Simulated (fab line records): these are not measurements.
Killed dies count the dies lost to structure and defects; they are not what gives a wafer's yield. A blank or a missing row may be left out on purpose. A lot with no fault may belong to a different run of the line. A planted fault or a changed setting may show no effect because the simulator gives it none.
Matching of chambers + flow n5 finfet + N5_BEOL_M3_PRE_CLEAN_60 on cvd co-01: 3 sister chambers
The step time 15 s. 27 wafers are shown with their chamber, then 12 later ones without.

== WAFERS, EACH WITH ITS CHAMBER ==
| wafer  | chamber | heater power w (W) |
|--------|---------|--------------------|
| L074.2 | 0       | 131                |
| L074.3 | 2       | 54                 |
| L074.4 | 0       | 130                |
| L075.2 | 2       | 53                 |
| L075.4 | 1       | 126                |
| L075.5 | 2       | 54                 |
| L077.1 | 0       | 129                |
| L077.4 | 0       | 130                |
| L077.6 | 1       | 127                |
| L078.1 | 2       | 55                 |
| L078.3 | 0       | 130                |
| L078.6 | 0       | 133                |
| L079.1 | 2       | 54                 |
| L079.3 | 0       | 132                |
| L079.5 | 2       | 55                 |
| L081.1 | 2       | 54                 |
| L081.2 | 1       | 123                |
| L081.3 | 0       | 130                |
| L083.1 | 2       | 54                 |
| L083.2 | 1       | 124                |
| L083.4 | 0       | 130                |
| L084.1 | 0       | 132                |
| L084.3 | 1       | 128                |
| L084.6 | 2       | 54                 |
| L088.1 | 1       | 129                |
| L088.2 | 0       | 128                |
| L088.5 | 1       | 122                |

SIGNATURES, as means of the wafers listed above
| reading        | chamber 0 | chamber 1 | chamber 2 | scatter within a chamber |
|----------------|-----------|-----------|-----------|--------------------------|
| heater power w | 130.45    | 125.57    | 54.11     | 1.65                     |
Rule: for a wafer and a chamber, the distance is found by dividing, reading by reading, the gap between the wafer's reading and the chamber's mean by the reading's scatter, squaring, summing and taking the root. If the next closest chamber is less than 2 further off than the closest, the wafer can't be placed; otherwise it belongs to the closest. The scatter: take each reading less its chamber's mean, square it, sum over the shown wafers, divide by the number of wafers less the number of chambers, and take the root.

== WAFERS MISSING THEIR CHAMBER ==
| wafer  | heater power w (W) |
|--------|--------------------|
| L089.1 | 126                |
| L089.5 | 54                 |
| L089.6 | 122                |
| L091.2 | 54                 |
| L091.3 | 125                |
| L091.4 | 55                 |
| L094.2 | 124                |
| L094.5 | 127                |
| L094.6 | 126                |
| L093.2 | 55                 |
| L093.4 | 133                |
| L093.6 | 55                 |

== EACH ONE'S CHAMBER ==
| wafer  | from the rows above     | in truth |
|--------|-------------------------|----------|
| L089.1 | 1                       | 1        |
| L089.5 | 2                       | 2        |
| L089.6 | 1                       | 1        |
| L091.2 | 2                       | 2        |
| L091.3 | 1                       | 1        |
| L091.4 | 2                       | 2        |
| L094.2 | 1                       | 1        |
| L094.5 | can't be placed: 1 or 0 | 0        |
| L094.6 | 1                       | 1        |
| L093.2 | 2                       | 2        |
| L093.4 | 0                       | 0        |
| L093.6 | 2                       | 2        |
11 of 12 placed correctly. Can't be placed from these rows: 1 (the true chamber is among the candidates in 1). Number placed wrongly: 0.
